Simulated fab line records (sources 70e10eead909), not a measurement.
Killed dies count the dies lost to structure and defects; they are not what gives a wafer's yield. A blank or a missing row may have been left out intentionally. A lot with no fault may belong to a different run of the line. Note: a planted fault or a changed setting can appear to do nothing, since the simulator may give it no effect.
Which tool was responsible? | flow nand-harc | 12 lots, 36 wafers sampled, at 5 steps of a route of 1159

## WHAT THE GAUGES SHOWED, per wafer
NHARC_P_BONDPAD_OVL_MEAS_38. Usual: overlay-x-nm 1 nm, standard deviation 6; overlay-y-nm -1 nm, standard deviation 5.2.
lot  | measured     | on         | overlay-x-nm (nm) | overlay-y-nm (nm) | flag
L105 | day 6 09:01  | overlay-02 | 9 9 9             | 1 0 1             |
L107 | day 7 04:14  | overlay-02 | 6 6 6             | -2 -2 -3          |
L110 | day 7 10:55  | overlay-01 | 2 2 2             | -4 -3 -3          |
L111 | day 7 11:41  | overlay-01 | 9 9 9             | -2 -2 -3          |
L112 | day 8 08:59  | overlay-02 | 3 3 3             | -7 -6 -6          |
L113 | day 8 12:18  | overlay-01 | 3 4 4             | -1 -1 -1          |
L114 | day 8 13:32  | overlay-01 | -1 -1 -1          | -8 -7 -7          |
L115 | day 8 20:01  | overlay-02 | -6 -6 -7          | 3 3 2             |
L118 | day 10 04:25 | overlay-01 | 7 7 7             | 12 12 12          |
L117 | day 10 05:28 | overlay-02 | 1 1 0             | 3 3 3             |
L120 | day 10 11:38 | overlay-01 | -4 -5 -4          | -7 -6 -7          |
L121 | day 10 16:29 | overlay-02 | -1 -1 -1          | 4 5 4             |

NHARC_END_SORT_01. Usual: defect-limited-yield 95.4 %, standard deviation 1.8; killed-at-array 28, standard deviation 11; killed-at-other 0.7, standard deviation 0.88; killed-at-periphery 3.1, standard deviation 2.2; killed-dies 31, standard deviation 12; killed-open 3.3, standard deviation 2; killed-short 2.0, standard deviation 1.6; sort_bin_2_pct 1.5 %, standard deviation 0.73; sort_bin_3_pct 0.27 %, standard deviation 0.22; sort_bin_4_pct 2.9 %, standard deviation 1.1; sort-n-pass 646, standard deviation 12; sort-rim-yield-pct 93 %, standard deviation 3.9; sort-yield-pct 95.4 %, standard deviation 1.8.
lot  | measured     | on        | defect-limited-yield (%) | killed-at-array | killed-at-other | killed-at-periphery | killed-dies | killed-open | killed-short | sort_bin_2_pct (%) | sort_bin_3_pct (%) | sort_bin_4_pct (%) | sort-n-pass | sort-rim-yield-pct (%) | sort-yield-pct (%) | flag
L120 | day 23 17:41 | prober-02 | 97.8 96.9 97.9           | 13 18 11        | 0 0 0           | 2 3 3               | 15 21 14    | 2 2 1       | 2 3 1        | 0.7 0.6 0.6        | 0.15 0.30 0.30     | 1.3 2.2 1.2        | 662 656 663 | 97 97 99               | 97.8 96.9 97.9     |

## TOOL THAT RAN EACH LOT (tool first, then ch and the chambers of the sampled wafers, then the start)
lot  | NHARC_P_M2_CMP_23             | NHARC_P_BONDPAD_STRIP_15           | NHARC_P_BONDPAD_ETCH_24
L105 | cmp-03 ch 0,1,2, day 6 06:40  | rie-diel-09 ch 1,2,3, day 6 09:50  | rie-diel-09 ch 0,1,3, day 6 09:59
L107 | cmp-03 ch 0,2,3, day 7 01:53  | rie-diel-09 ch 0,1,2, day 7 04:53  | rie-diel-09 ch 1,2, day 7 05:00
L110 | cmp-02 ch 1,3, day 7 08:35    | rie-diel-09 ch 0,3, day 7 11:25    | rie-diel-09 ch 0,2,3, day 7 11:35
L111 | cmp-03 ch 0,2,3, day 7 09:25  | rie-diel-09 ch 0,1, day 7 12:13    | rie-diel-09 ch 0,1,2, day 7 12:22
L112 | cmp-02 ch 0,1,3, day 8 06:34  | rie-diel-01 ch 0,3, day 8 09:31    | rie-diel-01 ch 2,3, day 8 09:41
L113 | cmp-02 ch 0,1,3, day 8 10:05  | rie-diel-09 ch 0,1,3, day 8 12:50  | rie-diel-09 ch 0,1,2, day 8 12:58
L114 | cmp-04 ch 1,3, day 8 11:02    | rie-diel-09 ch 0,1, day 8 14:03    | rie-diel-09 ch 0,2,3, day 8 14:13
L115 | cmp-03 ch 1,2, day 8 17:40    | rie-diel-01 ch 0,2,3, day 8 20:34  | rie-diel-01 ch 0,1,3, day 8 20:41
L118 | cmp-03 ch 1,2,3, day 10 02:13 | rie-diel-11 ch 0,1,3, day 10 04:55 | rie-diel-11 ch 0,2,3, day 10 05:04
L117 | cmp-04 ch 1,2,3, day 10 03:01 | rie-diel-11 ch 1,2, day 10 06:01   | rie-diel-11 ch 0,3, day 10 06:10
L120 | cmp-04 ch 1,2,3, day 10 09:16 | rie-diel-11 ch 0,3, day 10 12:13   | rie-diel-11 ch 0,3, day 10 12:22
L121 | cmp-04 ch 0,2,3, day 10 13:56 | rie-diel-11 ch 1,3, day 10 17:08   | rie-diel-11 ch 0,1,3, day 10 17:21
- NHARC_P_M2_CMP_23: polishes, t overpolish 20 s, target thk 144.3 nm.
- NHARC_P_BONDPAD_STRIP_15: strips in O2.
- NHARC_P_BONDPAD_ETCH_24: etches the open film in CF4/N2, target depth 30 nm, time 72.99 s.

## AS READ BY THE TOOLS THEMSELVES (means over the sampled wafers that have a number; for cases with no such wafer, the mark the record gives instead)
NHARC_P_M2_CMP_23. Usual: motor-current-A 12.4 A, standard deviation 1.5; time-to-endpoint-s 30 s, standard deviation 3.2.
lot  | tool   | motor-current-A (A) | time-to-endpoint-s (s) | flag
L105 | cmp-03 | 13.6                | 28                     |
L107 | cmp-03 | 12.9                | 27                     |
L110 | cmp-02 | 11.7                | 29                     |
L111 | cmp-03 | 12.2                | 31                     |
L112 | cmp-02 | 10.8                | 32                     |
L113 | cmp-02 | 10.9                | 31                     |
L114 | cmp-04 | 13.5                | 30                     |
L115 | cmp-03 | 13.2                | 27                     |
L118 | cmp-03 | 12.9                | 25                     |
L117 | cmp-04 | 12.5                | 29                     |
L120 | cmp-04 | 12.9                | 27                     |
L121 | cmp-04 | 12.7                | 33                     |

NHARC_P_BONDPAD_STRIP_15. Usual: drypump-motor-current-A 5.6 A, standard deviation 0.58; oes-product-au 1.002 a.u., standard deviation 0.012; rf-vpp-V 57.5 V, standard deviation 0.84; showerhead-plenum-p-Torr 3.41 Torr, standard deviation 0.076; throttle-valve-pct 17.036 %, standard deviation 0.0088.
lot  | tool        | drypump-motor-current-A (A) | oes-product-au (a.u.) | rf-vpp-V (V) | showerhead-plenum-p-Torr (Torr) | throttle-valve-pct (%) | flag
L105 | rie-diel-09 | 5.5                         | 0.995                 | 57.3         | 3.39                            | 17.041                 |
L107 | rie-diel-09 | 5.3                         | 0.997                 | 57.7         | 3.42                            | 17.039                 |
L110 | rie-diel-09 | 5.9                         | 0.994                 | 58.7         | 3.40                            | 17.028                 |
L111 | rie-diel-09 | 5.3                         | 1.003                 | 57.2         | 3.44                            | 17.033                 |
L112 | rie-diel-01 | 5.5                         | 1.003                 | 57.9         | 3.40                            | 17.036                 |
L113 | rie-diel-09 | 5.8                         | 0.996                 | 57.2         | 3.41                            | 17.025                 |
L114 | rie-diel-09 | 5.3                         | 0.997                 | 57.3         | 3.44                            | 17.037                 |
L115 | rie-diel-01 | 5.7                         | 1.002                 | 56.8         | 3.40                            | 17.035                 |
L118 | rie-diel-11 | 5.5                         | 1.007                 | 57.2         | 3.45                            | 17.041                 |
L117 | rie-diel-11 | 5.1                         | 1.007                 | 57.7         | 3.37                            | 17.032                 |
L120 | rie-diel-11 | 5.9                         | 0.998                 | 57.7         | 3.54                            | 17.036                 |
L121 | rie-diel-11 | 5.2                         | 1.018                 | 57.6         | 3.36                            | 17.037                 |

NHARC_P_BONDPAD_ETCH_24. Usual: drypump-motor-current-A 5.6 A, standard deviation 0.57; oes-product-au 1.002 a.u., standard deviation 0.012; rf-vpp-V 312.9 V, standard deviation 1.3; showerhead-plenum-p-Torr 2.54 Torr, standard deviation 0.058; throttle-valve-pct 19.793 %, standard deviation 0.0091.
lot  | tool        | drypump-motor-current-A (A) | oes-product-au (a.u.) | rf-vpp-V (V) | showerhead-plenum-p-Torr (Torr) | throttle-valve-pct (%) | flag
L105 | rie-diel-09 | 5.8                         | 1.000                 | 312.8        | 2.54                            | 19.783                 |
L107 | rie-diel-09 | 5.1                         | 1.003                 | 313.4        | 2.55                            | 19.793                 |
L110 | rie-diel-09 | 5.8                         | 1.001                 | 312.9        | 2.51                            | 19.783                 |
L111 | rie-diel-09 | 5.3                         | 1.001                 | 313.4        | 2.54                            | 19.795                 |
L112 | rie-diel-01 | 5.4                         | 1.011                 | 313.4        | 2.54                            | 19.797                 |
L113 | rie-diel-09 | 5.3                         | 0.999                 | 312.5        | 2.54                            | 19.789                 |
L114 | rie-diel-09 | 5.7                         | 1.004                 | 311.7        | 2.51                            | 19.800                 |
L115 | rie-diel-01 | 5.6                         | 1.007                 | 314.2        | 2.57                            | 19.786                 |
L118 | rie-diel-11 | 5.5                         | 1.004                 | 313.5        | 2.58                            | 19.790                 |
L117 | rie-diel-11 | 5.8                         | 0.992                 | 314.3        | 2.63                            | 19.796                 |
L120 | rie-diel-11 | 5.7                         | 0.957                 | 313.2        | 2.58                            | 19.803                 | OFF
L121 | rie-diel-11 | 5.5                         | 0.943                 | 313.4        | 2.56                            | 19.799                 | OFF

## THE ANSWER, worked out from the rows above alone
Rule: lot off if the mean of its wafers having a number is beyond 3 standard deviations from the usual mean. A lot without any number at a reading at which 4 lots or more have one is off too. Any other lot the step has rows for is counted as sound. After the gauges, taken in route order, come the tools' own readings; for these a lot's mean is taken, as printed above. The first step at which some lot is off is used, and at that step the reading that is off furthest; a lot without a number counts as furthest.
Off: L120, L121 (NHARC_P_BONDPAD_ETCH_24, oes-product-au).
If a tool, at that step or one of the process steps before it, ran each lot that is off and ran no sound lot following the first of them, it fits. Undecided on this evidence; 2 tools fit (cmp-04 at NHARC_P_M2_CMP_23, rie-diel-11 at NHARC_P_BONDPAD_STRIP_15 and NHARC_P_BONDPAD_ETCH_24).

## WHAT THE SIMULATOR PUT IN
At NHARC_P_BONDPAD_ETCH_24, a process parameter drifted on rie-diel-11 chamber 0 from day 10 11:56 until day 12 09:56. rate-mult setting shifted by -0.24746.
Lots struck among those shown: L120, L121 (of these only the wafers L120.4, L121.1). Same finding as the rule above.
